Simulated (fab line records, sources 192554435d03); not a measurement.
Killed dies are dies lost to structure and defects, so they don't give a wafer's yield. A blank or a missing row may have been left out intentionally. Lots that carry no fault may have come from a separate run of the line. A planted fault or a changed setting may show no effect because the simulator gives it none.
A struck lot beside a sound one | flow n5_finfet | 15 out of 1938 route steps
Sound: the wafers L318.1, L318.2, L318.6. Struck: wafer L329.2. (L329.5 of the same lot was not struck and is left out.) The cause comes at the end.
Per side, at each step with rows, come the tool, then ch with its chambers, and then its first start. Under that, the readings that differ: sound wafers | struck wafers | difference of the means | sigmas: that difference in standard deviations of wafers without a fault.
alike: readings with means less than 2 such deviations apart, plus words and numbers identical on both sides. not compared: withheld readings, readings lacking a value on some wafer, bounds such as >300 that could conceal the same value, and numbers that have no deviation in the record and whose values overlap.
The two part at a step that has a row with sigmas, a row that says differs or no value, or rows on one side only. When numbers do not overlap yet have no deviation, they are printed without sigmas and do not part them. A reading that every wafer of one side lacks parts them only if that side has two wafers or more.

first, 4 steps without rows for these wafers: N5_BEOL_M9_SOFTBAKE_06 (time 60 s); N5_BEOL_M9_EXPOSE_08 (exposes mask M9); N5_BEOL_M9_PEB_09 (peb time 60 s); N5_BEOL_M9_DEVELOP_10 (develop time 30 s).
N5_BEOL_M9_CD_MEAS_11: the cd target is 64.1 nm.
  sound on cd_sem-02 ch 0, day 11 15:24; struck on cd_sem-02 ch 0, day 15 03:34
  alike: cd_nm
N5_BEOL_M9_OVL_MEAS_12:
  sound on overlay-02 ch 0, day 11 15:26; struck on overlay-02 ch 0, day 15 03:35
  reading     | sound          | struck | difference | sigmas
  M9_OVL (nm) | -0.6 -2.7 -1.3 | 0.3    | +1.8       | +2
N5_BEOL_M9_INSPECT_13: inspects for defects (brightfield).
  sound on defect_inspect-01 at day 11 15:28; struck on defect_inspect-02 at day 15 03:37
  alike: raw_defect_count
N5_BEOL_M9_DESCUM_16: chemistry O2, time 7.9 s.
  sound on rie_diel-01 ch 2,3, day 11 16:06; struck on rie_diel-04 ch 0, day 15 03:38
  alike: chamber_pressure_mTorr, drypump_motor_current_A, oes_product_au, rf_vpp_V, showerhead_plenum_p_Torr, throttle_valve_pct
  not compared: rf_hours_counter_h
N5_BEOL_M9_ETCH_61: etches SiARC in CF4, target depth 39 nm, time 65 s.
  sound on rie_diel-01 ch 2,3, day 11 16:08; struck on rie_diel-04 ch 0, day 15 03:41
  alike: chamber_pressure_mTorr, drypump_motor_current_A, etch_rf_on_time_s, oes_product_au, rf_vpp_V, showerhead_plenum_p_Torr, throttle_valve_pct
  not compared: rf_hours_counter_h
N5_BEOL_M9_ETCH_62: etches SOC in N2/H2, target depth 110 nm, overetch 22 nm, time 165 s.
  sound on rie_diel-01 ch 2,3, day 11 16:11; struck on rie_diel-04 ch 0, day 15 03:44
  alike: chamber_pressure_mTorr, drypump_motor_current_A, oes_product_au, rf_vpp_V, showerhead_plenum_p_Torr, throttle_valve_pct
  not compared: rf_hours_counter_h
then, 1 step without rows for these wafers: N5_BEOL_M9_STRIP_68 (strips in N2/H2).
N5_BEOL_M9_STRIP_67: strips in CF4.
  sound on rie_diel-01 ch 2,3, day 11 16:20; struck on rie_diel-04 ch 0, day 15 03:52
  reading                        | sound             | struck | difference | sigmas
  chamber_pressure_mTorr (mTorr) | 50.06 50.05 49.99 | 49.91  | -0.12      | -3
  alike: drypump_motor_current_A, oes_product_au, rf_vpp_V, showerhead_plenum_p_Torr, throttle_valve_pct
  not compared: rf_hours_counter_h
N5_BEOL_M9_HM_OPEN_17: chemistry Cl2/BCl3, target TiN, target depth 20 nm, overetch 6 nm.
  sound on rie_metal-03 ch 0,1, day 11 16:22; struck on rie_metal-02 ch 1, day 15 03:55
  reading                                  | sound             | struck | difference | sigmas
  throttle_valve_pct (%)                   | 21.88 22.04 21.87 | 22.63  | +0.70      | +2
  model.SOC_of_BEOL_M9_COAT_59.thk_nm (nm) | 92.2 92 92.2      | 93.8   | +1.7       |
  alike: chamber_pressure_mTorr, drypump_motor_current_A, oes_ar_750_au, oes_product_au
  not compared: rf_hours_counter_h
N5_BEOL_M9_STRIP_19: strips in O2.
  sound on rie_diel-04 ch 0,2,3, day 11 16:32; struck on rie_diel-01 ch 2, day 15 04:11
  reading                        | sound             | struck | difference | sigmas
  chamber_pressure_mTorr (mTorr) | 30.06 30.00 30.09 | 29.97  | -0.08      | -2
  alike: drypump_motor_current_A, oes_product_au, rf_vpp_V, showerhead_plenum_p_Torr, throttle_valve_pct
  not compared: rf_hours_counter_h
-- here the record skips 3 days between the struck wafers' starts before and after, leaving off in module BEOL_M9 and picking up in module PASSIVATION (first step shown: number 1936 of the route) --
N5_PASSIVATION_PROBE_49:
  sound on prober-01 at day 14 13:23; struck on prober-01 at day 17 18:25
  reading               | sound       | struck | difference | sigmas
  killed_at_M0_to_M3    | 41 44 35    | 19     | -21        | -2
  killed_at_M4_up       | 7 9 10      | 22     | +13        | +2
  killed_short          | 38 38 23    | 16     | -17        | -3
  sort_bin_6_memory (%) | 3.1 3.8 2.4 | 1.6    | -1.5       | -2
  alike: defect_limited_yield, killed_at_contacts, killed_at_front_end, killed_at_other, killed_dies, killed_open, sort_bin_5_function, sort_bin_8_speed, sort_n_pass, sort_yield_pct

WHERE THEY PART
First at N5_BEOL_M9_OVL_MEAS_12; last, within this record, at N5_PASSIVATION_PROBE_49.

WHY: what the simulator had put in
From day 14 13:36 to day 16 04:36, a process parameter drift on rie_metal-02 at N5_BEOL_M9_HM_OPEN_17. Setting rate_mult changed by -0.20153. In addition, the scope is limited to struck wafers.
